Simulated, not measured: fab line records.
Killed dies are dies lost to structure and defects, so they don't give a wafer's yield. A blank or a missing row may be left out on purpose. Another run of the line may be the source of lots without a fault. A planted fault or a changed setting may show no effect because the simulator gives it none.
fab line records | flow nandHarc
[record] lots = 12 | wafers = 35 | lastDay = 24
route steps=1159 shown A_CHANNEL_HOLE_D1@469 A_CHANNEL_FILL_D1@494 END@1159
lots that met no fault: from a run of the same line without faults
startH: hours from the record's opening day to when the first of the lot's shown wafers began | waitH: time in hours since the lot's previous step | " the same as in the row above | L1.1+2: a row that stands for several wafers | - value missing, or start not given | * or withheld: withheld | < > ~ a bound
route shown NAME@n: a module of which the file shows steps, and the number in the route of the first | usual: mean and standard deviation over wafers with no fault | same: alike in all rows | chamber/n: place in a boat | sites: each site's reading | _std_site: standard deviation across them | _edge_site: inner sites' mean taken away from outer sites' mean | radiusMm: for every site, how far away it sits from the centre of the wafer | mask NAME#n: copy n | behind: the most recent tool/chamber to have shaped the wafer | hold: why the lot was held/for how many hours/how that ended | device: the transistor (n, p or np) that didn't switch | end of line: tests run on the same wafers once the route is complete | a step with no rows: only its recipe | killed: not the wafer's yield, but the dies lost to structure and defects at the first sort | map: shows each die of a wafer: x if killed, . if not, _ if none is there
set.NAME: the setting that was run; set.NAME@STEP: the one run at that earlier step | model.NAME: the simulator's own value behind a step, which no gauge read
route steps across a sampled set of lots; one table per step, one row per wafer
services: from which hour (startH, from the record's first day; less than 0 if before it) a tool's chamber was out of use, for how many hours, and why
[[steps]]
[step NHARC_A_CHANNEL_HOLE_D1_ETCH_16]
[recipe] targetDepthA = 31000 | overEtchFrac = 0.3 | timeS = 806 | ionEnergyEv = 150 | o2FlowSccm = 400 | cosFlowSccm = 20 | arFlowSccm = 0 | rfW = 500 | biasW = 300 | chemistry = O2/COS
[usual] drypumpMotorCurrentA = 5.61/0.3 | o2FlowSccm = 400.1/1.1 | oesProductAu = 1.001/0.011 | rfVppV = 314.6/1.9 | showerheadPlenumPTorr = 3.15/0.13 | throttleValvePct = 28.330/0.009
lot.wafer | tool       | chamber | startH | waitH | drypumpMotorCurrentA | o2FlowSccm | oesProductAu | rfHoursCounterH | rfVppV | showerheadPlenumPTorr | throttleValvePct
L646.4    | rieDiel-12 | 1       | -      | -     | 5.79                 | 400.5      | 1.004        | 9               | 313.8  | 3.16                  | 28.333
L646.3    | "          | 3       | "      | "     | 5.20                 | 399.0      | 0.997        | 9               | 314.3  | 3.13                  | 28.335
L646.6    | "          | 2       | "      | "     | 5.35                 | 400.6      | 1.005        | -               | 316.5  | 3.27                  | 28.336
L648.2    | rieDiel-12 | 3       | -      | -     | 5.23                 | 399.6      | 1.005        | 10              | 313.9  | 3.13                  | 28.312
L648.3    | "          | 1       | "      | "     | 5.83                 | 398.6      | 1.011        | 10              | 314.8  | 3.15                  | 28.314
L648.6    | "          | 2       | "      | "     | 5.32                 | 401.6      | 1.002        | -               | 315.2  | 3.27                  | 28.322
L647.4    | rieDiel-04 | 0       | -      | -     | 5.82                 | 398.9      | 1.005        | 4               | 314.5  | 3.13                  | 28.323
L647.1    | "          | 1       | "      | "     | 5.14                 | 400.8      | 0.997        | 4               | 316.6  | 3.33                  | 28.335
L647.6    | "          | 3       | "      | "     | 5.37                 | 401.4      | 0.991        | -               | 312.9  | 2.96                  | 28.341
L650.2    | rieDiel-08 | 2       | -      | -     | 5.32                 | 397.8      | 1.003        | 4               | 312.4  | 3.02                  | 28.334
L650.6    | "          | 3       | "      | "     | 6.00                 | 399.4      | 1.016        | -               | 317.5  | 3.30                  | 28.335
L650.5    | "          | 0       | "      | "     | 5.60                 | 400.9      | 1.014        | -               | 316.8  | 3.35                  | 28.322
L649.1    | rieDiel-12 | 0       | -      | -     | 5.88                 | 400.6      | 1.016        | 10              | 312.8  | 2.97                  | 28.324
L649.4    | "          | 1       | "      | "     | 5.84                 | 398.9      | 0.994        | 11              | 315.2  | 3.15                  | 28.328
L649.6    | "          | 1       | "      | "     | 5.88                 | 399.6      | 1.008        | -               | 314.5  | 3.15                  | 28.334
L654.1    | rieDiel-08 | 1       | -      | -     | 5.56                 | 399.0      | 0.976        | 5               | 313.0  | 3.13                  | 28.329
L654.4    | "          | 2       | "      | "     | 5.36                 | 400.4      | 1.002        | 5               | 312.5  | 3.03                  | 28.330
L654.2    | "          | 3       | "      | "     | 6.03                 | 399.9      | 1.002        | 5               | 315.9  | 3.30                  | 28.335
L656.4    | rieDiel-12 | 1       | -      | -     | 5.80                 | 399.9      | 0.986        | 1               | 314.7  | 3.15                  | 28.331
L656.3    | "          | 2       | "      | "     | 5.33                 | 401.7      | 0.979        | 2               | 315.0  | 3.26                  | 28.322
L656.6    | "          | 0       | "      | "     | 5.92                 | 398.6      | 0.997        | -               | 313.9  | 2.97                  | 28.323
L659.1    | rieDiel-12 | 0       | -      | -     | 5.91                 | 398.8      | 0.994        | 3               | 312.4  | 2.97                  | 28.317
L659.3    | "          | 2       | "      | "     | 5.36                 | 400.0      | 1.007        | 3               | 315.2  | 3.26                  | 28.326
L659.5    | "          | 1       | "      | "     | 5.81                 | 398.7      | 0.985        | -               | 314.4  | 3.15                  | 28.326
L660.4    | rieDiel-08 | 2       | -      | -     | 5.33                 | 398.9      | 1.006        | 8               | 312.4  | 3.02                  | 28.340
L660.3    | "          | 0       | "      | "     | 5.60                 | 401.8      | 1.005        | 8               | 319.2  | 3.35                  | 28.337
L666.4    | rieDiel-08 | 3       | -      | -     | 6.03                 | 398.3      | 1.001        | 11              | 316.8  | 3.30                  | 28.333
L666.1    | "          | 1       | "      | "     | 5.55                 | 398.8      | 0.997        | 11              | 315.0  | 3.13                  | 28.313
L666.2    | "          | 2       | "      | "     | 5.32                 | 398.6      | 1.011        | 11              | 312.0  | 3.02                  | 28.342
L667.4    | rieDiel-04 | 0       | -      | -     | 5.78                 | 399.3      | 0.983        | 1               | 315.2  | 3.12                  | 28.329
L667.3    | "          | 1       | "      | "     | 5.12                 | 400.7      | 0.986        | 1               | 318.0  | 3.32                  | 28.342
L667.2    | "          | 3       | "      | "     | 5.38                 | 400.4      | 0.994        | 1               | 311.6  | 2.96                  | 28.333
L669.4    | rieDiel-04 | 1       | -      | -     | 5.11                 | 400.6      | 0.989        | 1               | 316.6  | 3.32                  | 28.338
L669.6    | "          | 3       | "      | "     | 5.41                 | 400.5      | 1.009        | -               | 311.6  | 2.96                  | 28.332
L669.5    | "          | 0       | "      | "     | 5.78                 | 400.8      | 1.006        | -               | 313.8  | 3.12                  | 28.341
[step NHARC_A_CHANNEL_HOLE_D1_ETCH_19]
[recipe] biasV = 1200 | sourceW = 2500 | pressureMtorr = 15 | timeS = 34.5 | arFlowSccm = 375 | c4f8FlowSccm = 28.8 | o2FlowSccm = 96.2 | tempC = -20 | targetDepthA = * | chemistry = C4F8/O2/Ar
[usual] drypumpMotorCurrentA = 6.0/0.51 | o2FlowSccm = 96.22/0.3 | showerheadPlenumPTorr = 3.75/0.08 | tempC = -19.99/0.1 | throttleValvePct = 37.038/0.0099
lot.wafer | tool       | chamber | startH | waitH | drypumpMotorCurrentA | o2FlowSccm | rfHoursCounterH | showerheadPlenumPTorr | tempC  | throttleValvePct
L646.3    | harEtch-02 | 1       | 175.79 | 0.1   | 6.1                  | 96.19      | -               | 3.78                  | -20.04 | 37.039
L646.4    | "          | 0       | "      | "     | 6.5                  | 96.67      | -               | 3.66                  | -19.95 | 37.032
L646.6    | "          | 0       | "      | "     | 6.5                  | 96.54      | -               | 3.66                  | -20.08 | 37.031
L648.2    | harEtch-01 | 0       | 187.11 | 0.1   | 6.1                  | 96.50      | 191             | 3.87                  | -20.07 | 37.033
L648.3    | "          | 1       | "      | "     | 5.1                  | 96.18      | -               | 3.78                  | -20.14 | 37.026
L648.6    | "          | 0       | "      | "     | 6.2                  | 96.53      | -               | 3.87                  | -19.91 | 37.022
L647.1    | harEtch-02 | 0       | 187.28 | 0.1   | 6.6                  | 95.77      | 105             | 3.65                  | -20.02 | 37.035
L647.4    | "          | 1       | "      | "     | 6.1                  | 96.12      | -               | 3.77                  | -19.94 | 37.026
L647.6    | "          | 0       | "      | "     | 6.6                  | 96.04      | -               | 3.65                  | -20.14 | 37.045
L650.2    | harEtch-02 | 0       | 196.46 | 0.1   | 6.5                  | 96.36      | 111             | 3.65                  | -19.99 | 37.047
L650.6    | "          | 0       | "      | "     | 6.5                  | 96.54      | -               | 3.65                  | -19.96 | 37.042
L650.5    | "          | 1       | "      | "     | 6.1                  | 95.97      | -               | 3.77                  | -19.88 | 37.035
L649.1    | harEtch-01 | 1       | 196.70 | 0.1   | 5.1                  | 95.88      | 198             | 3.78                  | -19.83 | 37.047
L649.4    | "          | 0       | "      | "     | 6.2                  | 96.38      | -               | 3.87                  | -19.89 | 37.038
L649.6    | "          | 0       | "      | "     | 6.2                  | 96.69      | -               | 3.87                  | -19.89 | 37.040
L654.1    | harEtch-02 | 0       | 222.33 | 0.8   | 6.5                  | 96.62      | 124             | 3.64                  | -20.11 | 37.019
L654.2    | "          | 1       | "      | "     | 6.1                  | 96.49      | 124             | 3.76                  | -20.03 | 37.043
L654.4    | "          | 0       | "      | "     | 6.5                  | 95.80      | -               | 3.64                  | -19.91 | 37.043
L656.4    | harEtch-01 | 0       | 231.54 | 0.1   | 6.2                  | 96.86      | -               | 3.86                  | -19.92 | 37.037
L656.3    | "          | 1       | "      | "     | 5.1                  | 96.33      | -               | 3.77                  | -19.84 | 37.036
L656.6    | "          | 0       | "      | "     | 6.2                  | 96.78      | -               | 3.86                  | -19.91 | 37.027
L659.1    | harEtch-02 | 1       | 248.56 | 0.1   | 6.1                  | 95.76      | 132             | 3.76                  | -19.97 | 37.031
L659.3    | "          | 1       | "      | "     | 6.1                  | 96.03      | -               | 3.76                  | -19.96 | 37.037
L659.5    | "          | 0       | "      | "     | 6.6                  | 96.01      | -               | 3.64                  | -20.11 | 37.028
L660.3    | harEtch-01 | 0       | 273.25 | 0.1   | 6.1                  | 95.93      | -               | 3.85                  | -20.00 | 37.053
L660.4    | "          | 1       | "      | "     | 5.1                  | 96.15      | -               | 3.76                  | -20.18 | 37.054
L666.2    | harEtch-01 | 1       | 291.82 | 2.1   | 5.1                  | 96.11      | 239             | 3.75                  | -20.01 | 37.027
L666.1    | "          | 0       | "      | "     | 6.2                  | 95.91      | 239             | 3.84                  | -20.04 | 37.059
L666.4    | "          | 1       | "      | "     | 5.1                  | 96.21      | -               | 3.75                  | -20.05 | 37.025
L667.2    | harEtch-02 | 1       | 309.58 | 2.2   | 6.1                  | 96.80      | 163             | 3.74                  | -19.92 | 37.048
L667.4    | "          | 0       | "      | "     | 6.6                  | 96.68      | -               | 3.62                  | -19.88 | 37.053
L667.3    | "          | 1       | "      | "     | 6.1                  | 96.25      | -               | 3.74                  | -20.00 | 37.031
L669.4    | harEtch-02 | 1       | 315.93 | 1.5   | 6.1                  | 96.01      | -               | 3.74                  | -20.06 | 37.051
L669.6    | "          | 1       | "      | "     | 6.1                  | 96.02      | -               | 3.74                  | -20.00 | 37.037
L669.5    | "          | 0       | "      | "     | 6.6                  | 96.09      | -               | 3.62                  | -19.99 | 37.034
[step NHARC_A_CHANNEL_HOLE_D1_ETCH_21]
[recipe] biasV = 3000 | sourceW = withheld | pressureMtorr = 20 | timeS = 514.3 | arFlowSccm = 375 | c4f8FlowSccm = 89.3 | o2FlowSccm = 35.7 | tempC = -20 | targetDepthA = 16000 | chemistry = C4F8/O2/Ar
[usual] drypumpMotorCurrentA = 6.0/0.51 | o2FlowSccm = 35.68/0.093 | showerheadPlenumPTorr = 3.70/0.076 | tempC = -19.99/0.093 | throttleValvePct = 32.156/0.0091
lot.wafer | tool       | chamber | startH | waitH | drypumpMotorCurrentA | o2FlowSccm | rfHoursCounterH | showerheadPlenumPTorr | tempC  | throttleValvePct
L646.3    | harEtch-02 | 1       | 176.32 | 0.3   | 6.1                  | 35.76      | -               | 3.73                  | -19.97 | 32.166
L646.4    | "          | 0       | "      | "     | 6.5                  | 35.82      | -               | 3.62                  | -20.09 | 32.150
L646.6    | "          | 0       | "      | "     | 6.5                  | 35.70      | -               | 3.62                  | -19.97 | 32.158
L648.2    | harEtch-01 | 0       | 187.54 | 0.3   | 6.2                  | 35.74      | 191             | 3.82                  | -20.10 | 32.147
L648.3    | "          | 1       | "      | "     | 5.1                  | 35.61      | -               | 3.74                  | -19.74 | 32.157
L648.6    | "          | 0       | "      | "     | 6.2                  | 35.82      | -               | 3.82                  | -20.15 | 32.142
L647.1    | harEtch-02 | 0       | 187.71 | 0.3   | 6.6                  | 35.70      | 106             | 3.61                  | -19.94 | 32.165
L647.4    | "          | 1       | "      | "     | 6.1                  | 35.67      | -               | 3.73                  | -20.13 | 32.155
L647.6    | "          | 0       | "      | "     | 6.6                  | 35.77      | -               | 3.61                  | -19.87 | 32.151
L650.2    | harEtch-02 | 0       | 196.89 | 0.3   | 6.5                  | 35.71      | 111             | 3.61                  | -19.93 | 32.152
L650.6    | "          | 0       | "      | "     | 6.5                  | 35.77      | -               | 3.61                  | -20.06 | 32.149
L650.5    | "          | 1       | "      | "     | 6.1                  | 35.57      | -               | 3.73                  | -19.97 | 32.150
L649.1    | harEtch-01 | 1       | 197.19 | 0.3   | 5.1                  | 35.65      | 198             | 3.73                  | -19.98 | 32.148
L649.4    | "          | 0       | "      | "     | 6.1                  | 35.57      | -               | 3.82                  | -19.80 | 32.157
L649.6    | "          | 0       | "      | "     | 6.2                  | 35.58      | -               | 3.82                  | -19.93 | 32.166
L654.1    | harEtch-02 | 0       | 222.75 | 0.3   | 6.5                  | 35.88      | 124             | 3.60                  | -20.06 | 32.165
L654.2    | "          | 1       | "      | "     | 6.1                  | 35.57      | 124             | 3.72                  | -20.13 | 32.151
L654.4    | "          | 0       | "      | "     | 6.5                  | 35.71      | -               | 3.60                  | -20.09 | 32.147
L656.4    | harEtch-01 | 0       | 232.08 | 0.3   | 6.2                  | 35.64      | -               | 3.81                  | -20.02 | 32.156
L656.3    | "          | 1       | "      | "     | 5.1                  | 35.69      | -               | 3.73                  | -19.96 | 32.146
L656.6    | "          | 0       | "      | "     | 6.2                  | 35.77      | -               | 3.81                  | -19.89 | 32.165
L659.1    | harEtch-02 | 1       | 248.98 | 0.3   | 6.1                  | 35.79      | 133             | 3.71                  | -20.08 | 32.166
L659.3    | "          | 1       | "      | "     | 6.1                  | 35.74      | -               | 3.71                  | -20.15 | 32.138
L659.5    | "          | 0       | "      | "     | 6.5                  | 35.70      | -               | 3.60                  | -20.01 | 32.160
L660.3    | harEtch-01 | 0       | 273.79 | 0.3   | 6.2                  | 35.76      | -               | 3.81                  | -19.99 | 32.155
L660.4    | "          | 1       | "      | "     | 5.1                  | 35.61      | -               | 3.72                  | -20.15 | 32.146
L666.2    | harEtch-01 | 1       | 292.25 | 0.3   | 5.1                  | 35.66      | 240             | 3.71                  | -20.01 | 32.159
L666.1    | "          | 0       | "      | "     | 6.1                  | 35.64      | 240             | 3.80                  | -19.95 | 32.164
L666.4    | "          | 1       | "      | "     | 5.1                  | 35.58      | -               | 3.71                  | -19.88 | 32.173
L667.2    | harEtch-02 | 1       | 310.06 | 0.3   | 6.1                  | 35.73      | 164             | 3.70                  | -19.81 | 32.156
L667.4    | "          | 0       | "      | "     | 6.5                  | 35.55      | -               | 3.58                  | -19.89 | 32.160
L667.3    | "          | 1       | "      | "     | 6.1                  | 35.83      | -               | 3.70                  | -19.94 | 32.145
L669.4    | harEtch-02 | 1       | 316.47 | 0.3   | 6.1                  | 35.71      | -               | 3.69                  | -20.02 | 32.161
L669.6    | "          | 1       | "      | "     | 6.1                  | 35.82      | -               | 3.69                  | -20.06 | 32.146
L669.5    | "          | 0       | "      | "     | 6.5                  | 35.78      | -               | 3.58                  | -20.18 | 32.170
[step NHARC_A_CHANNEL_FILL_D1_ALD_14]
[recipe] targetThkA = 25 | pulseTimeS = 10 | aldCycles = 25 | tempC = 300 | material = SiO2
[usual] aldCycles = 25/0 | heaterPowerW = 454/46 | precursorPulseHeightRel = 1.001/0.018
lot.wafer | tool     | chamber | startH | waitH | aldCycles | heaterPowerW | precursorPulseHeightRel
L646.3    | aldHk-04 | 3       | 188.71 | 0.0   | 25        | 437          | 0.988
L646.4    | "        | 2       | "      | "     | 25        | 450          | 0.992
L646.6    | "        | 3       | "      | "     | 25        | 446          | 0.999
L648.3    | aldHk-01 | 3       | 200.14 | 0.0   | 25        | 469          | 1.016
L648.2    | "        | 2       | "      | "     | 25        | 477          | 0.987
L648.6    | "        | 0       | "      | "     | 25        | 449          | 0.981
L647.4    | aldHk-01 | 3       | 200.36 | 0.3   | 25        | 471          | 1.006
L647.1    | "        | 2       | "      | "     | 25        | 477          | 1.001
L647.6    | "        | 0       | "      | "     | 25        | 462          | 1.002
L650.2    | aldHk-02 | 3       | 209.46 | 0.1   | 25        | 415          | 0.984
L650.6    | "        | 1       | "      | "     | 25        | 478          | 1.064
L650.5    | "        | 2       | "      | "     | 25        | 512          | 1.030
L649.1    | aldHk-02 | 2       | 209.61 | 0.3   | 25        | 524          | 1.012
L649.4    | "        | 0       | "      | "     | 25        | 453          | 0.990
L649.6    | "        | 3       | "      | "     | 25        | 402          | 0.994
L654.2    | aldHk-04 | 0       | 236.16 | 2.2   | 25        | 489          | 0.998
L654.4    | "        | 2       | "      | "     | 25        | 412          | 1.001
L654.1    | "        | 3       | "      | "     | 25        | 397          | 1.005
L656.4    | aldHk-04 | 1       | 244.54 | 0.1   | 25        | 512          | 1.006
L656.3    | "        | 2       | "      | "     | 17        | 414          | 0.993
L656.6    | "        | 3       | "      | "     | 25        | 394          | 1.003
L659.3    | aldHk-04 | 3       | 262.28 | 0.7   | 17        | 394          | 1.022
L659.1    | "        | 0       | "      | "     | 17        | 492          | 1.007
L659.5    | "        | 3       | "      | "     | 25        | 395          | 0.991
L660.3    | aldHk-04 | 0       | 286.17 | 0.0   | 17        | 485          | 1.010
L660.4    | "        | 2       | "      | "     | 25        | 410          | 0.981
L666.4    | aldHk-02 | 2       | 304.74 | 0.0   | 25        | 512          | 0.986
L666.2    | "        | 3       | "      | "     | 25        | 410          | 1.014
L666.1    | "        | 1       | "      | "     | 25        | 493          | 1.020
L667.4    | aldHk-02 | 3       | 323.13 | 0.6   | 25        | 415          | 1.028
L667.3    | "        | 1       | "      | "     | 25        | 505          | 0.979
L667.2    | "        | 2       | "      | "     | 25        | 504          | 1.026
L669.4    | aldHk-02 | 2       | 331.06 | 1.4   | 25        | 507          | 0.985
L669.6    | "        | 3       | "      | "     | 25        | 404          | 0.999
L669.5    | "        | 0       | "      | "     | 25        | 456          | 0.967
[step NHARC_END_SORT_01]
[recipe] tempC = 25
[usual] killedAtArray = 25/9.5 | killedAtOther = 0.8/1.2 | killedAtPeriphery = 3.4/2.2 | killedDies = 29/10 | killedOpen = 3.3/1.8 | killedShort = 2.1/1.4
[same] grossDies = 677
lot.wafer | tool      | chamber | startH | waitH | killedAtArray | killedAtOther | killedAtPeriphery | killedDies | killedOpen | killedShort
L656.3    | prober-02 | 0       | 504.82 | 3.1   | 28            | 1             | 1                 | 30         | 2          | 0
L656.4    | prober-02 | 0       | 505.61 | 3.4   | 38            | 0             | 3                 | 41         | 3          | 2
L656.6    | prober-02 | 0       | 507.20 | 4.0   | 42            | 0             | 2                 | 44         | 4          | 3
L659.1    | prober-02 | 0       | 510.97 | 2.5   | 29            | 0             | 5                 | 34         | 6          | 3
L659.3    | prober-02 | 0       | 512.59 | 3.1   | 26            | 0             | 6                 | 32         | 4          | 1
L659.5    | prober-02 | 0       | 514.21 | 3.7   | 15            | 0             | 4                 | 19         | 3          | 3
L667.2    | prober-01 | 0       | 584.26 | 2.8   | 14            | 0             | 6                 | 20         | 4          | 0
L667.3    | prober-01 | 0       | 585.05 | 3.1   | 26            | 2             | 4                 | 32         | 4          | 2
L667.4    | prober-01 | 0       | 585.84 | 3.4   | 15            | 0             | 3                 | 18         | 5          | 0
// killed by level:class
L656.3 A_CHANNEL_HOLE_D1:chamberFilmFlake=17 A_SLIT:chamberFilmFlake=7 A_STAIRCASE:chamberFilmFlake=2 A_ONON_D1:geometricParticle:open=1 STARTING-WAFER:geometricParticle:open=1 P_ZERO_WELL:chamberFilmFlake=1 A_CONTACT:chamberFilmFlake=1
L656.4 A_SLIT:chamberFilmFlake=20 A_CHANNEL_HOLE_D1:chamberFilmFlake=11 A_ONON_D1:geometricParticle:short=2 A_CONTACT:chamberFilmFlake=2 P_CONTACT:geometricParticle:open=1 A_CONTACT:geometricParticle:open=1 A_M0:geometricParticle:open=1 P_GATE:chamberFilmFlake=1
L656.6 A_CHANNEL_HOLE_D1:chamberFilmFlake=20 A_SLIT:chamberFilmFlake=13 A_CONTACT:geometricParticle:short=2 A_WL_FILL:chamberFilmFlake=2 P_CONTACT:geometricParticle:open=1 A_CHANNEL_FILL_D1:geometricParticle:open=1 A_WL_FILL:geometricParticle:short=1 A_BLC:geometricParticle:open=1
L659.1 A_SLIT:chamberFilmFlake=15 A_CHANNEL_HOLE_D1:chamberFilmFlake=3 P_CONTACT:geometricParticle:open=2 A_CHANNEL_FILL_D1:geometricParticle:open=2 P_STI:chamberFilmFlake=2 A_STAIRCASE:chamberFilmFlake=2 A_ONON_D1:geometricParticle:short=1 A_CHANNEL_FILL_D1:geometricParticle:short=1
L659.3 A_SLIT:chamberFilmFlake=12 A_CONTACT:chamberFilmFlake=4 P_STI:chamberFilmFlake=3 A_CHANNEL_HOLE_D1:chamberFilmFlake=3 A_STAIRCASE:chamberFilmFlake=3 A_CONTACT:geometricParticle:open=2 P_CONTACT:geometricParticle:open=1 P_M0:geometricParticle:open=1
L659.5 A_SLIT:chamberFilmFlake=6 P_STI:chamberFilmFlake=3 A_CHANNEL_FILL_D1:geometricParticle:short=2 A_CHANNEL_HOLE_D1:chamberFilmFlake=2 P_GATE:geometricParticle:open=1 A_CHANNEL_FILL_D1:geometricParticle:open=1 A_WL_FILL:geometricParticle:short=1 A_WL_FILL:geometricParticle:open=1
L667.2 A_CHANNEL_HOLE_D1:chamberFilmFlake=9 P_M1:chamberFilmFlake=4 A_STAIRCASE:chamberFilmFlake=2 P_M1:geometricParticle:open=1 P_M2:geometricParticle:open=1 A_CONTACT:geometricParticle:open=1 A_M0:geometricParticle:open=1 A_CONTACT:chamberFilmFlake=1
L667.3 A_CHANNEL_HOLE_D1:chamberFilmFlake=12 A_CONTACT:chamberFilmFlake=5 A_STAIRCASE:chamberFilmFlake=3 A_BLC:geometricParticle:open=2 P_M1:chamberFilmFlake=2 THIN_TSV:chamberFilmFlake=2 P_GATE:geometricParticle:open=1 A_SOURCE_PLATE:geometricParticle:short=1
L667.4 A_CHANNEL_HOLE_D1:chamberFilmFlake=8 P_M1:chamberFilmFlake=3 A_ONON_D1:geometricParticle:open=2 A_CONTACT:geometricParticle:open=1 A_BLC:geometricParticle:open=1 A_M0:geometricParticle:open=1 A_STAIRCASE:chamberFilmFlake=1 A_SLIT:chamberFilmFlake=1
[[services]]
tool       | chamber | startH | hours | kind
rieDiel-04 | -       | 155.73 | 1.1   | repair
rieDiel-12 | 0       | 157.18 | -     | clean
rieDiel-12 | 1       | 157.18 | -     | clean
rieDiel-12 | 2       | 157.18 | -     | clean
rieDiel-12 | 3       | 157.18 | -     | clean
rieDiel-08 | -       | 171.33 | 1.3   | repair
rieDiel-08 | 1       | 191.92 | 3.4   | repair
aldHk-04   | -       | 193.15 | 10.0  | pm
rieDiel-12 | -       | 202.40 | 9.0   | pm
rieDiel-04 | 2       | 208.75 | 4.9   | repair
rieDiel-08 | 0       | 225.39 | 8.6   | repair
aldHk-01   | -       | 228.00 | 10.0  | pm
rieDiel-08 | 0       | 251.58 | 8.4   | repair
rieDiel-04 | 3       | 275.71 | 4.1   | repair
aldHk-02   | -       | 280.00 | 10.0  | pm
rieDiel-04 | -       | 288.90 | 9.0   | pm
rieDiel-08 | -       | 301.80 | 9.0   | pm
harEtch-01 | -       | 305.00 | 17.0  | pm
harEtch-01 | 0       | 305.00 | 17.0  | ventCycle
harEtch-01 | 1       | 305.00 | 17.0  | ventCycle
harEtch-01 | 0       | 322.00 | -     | clean
harEtch-01 | 0       | 322.00 | -     | consumableReplace:focusRing
harEtch-01 | 1       | 322.00 | -     | clean
harEtch-01 | 1       | 322.00 | -     | consumableReplace:focusRing
[[key]]
[firstSign] step = NHARC_A_CHANNEL_FILL_D1_ALD_14 | reading = aldCycles | direction = down | sigmas = 99+ | usual = 25 | struck = 17
effect none on later readings
metAt NHARC_A_CHANNEL_FILL_D1_ALD_14
struckLots L656,L659,L660
struckWafers L656.3,L659.1,L659.3,L660.3
testerLeftOut L656,L659,L660
notActingAt NHARC_A_CHANNEL_HOLE_D1_ETCH_16,NHARC_A_CHANNEL_HOLE_D1_ETCH_19,NHARC_A_CHANNEL_HOLE_D1_ETCH_21
onsetBetween 236.16 244.54
[fault] kind = processParameterDrift | tool = aldHk-04 | chamber = - | onsetH = 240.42 | steps = NHARC_A_CHANNEL_FILL_D1_ALD_14 | channel = aldCycles | offset = -8 | shape = step | endH = 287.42 | scope = struckWafersOnly | actsIn = theseRecipesOnly | stated = 25
// testerLeftOut: of these lots the tester's yield and bins aren't shown, on N5 and GAA mostly nor the transistor test; their killed dies are dies lost to structure and defects alone, not to doping, threshold or leakage, so they don't give the yield
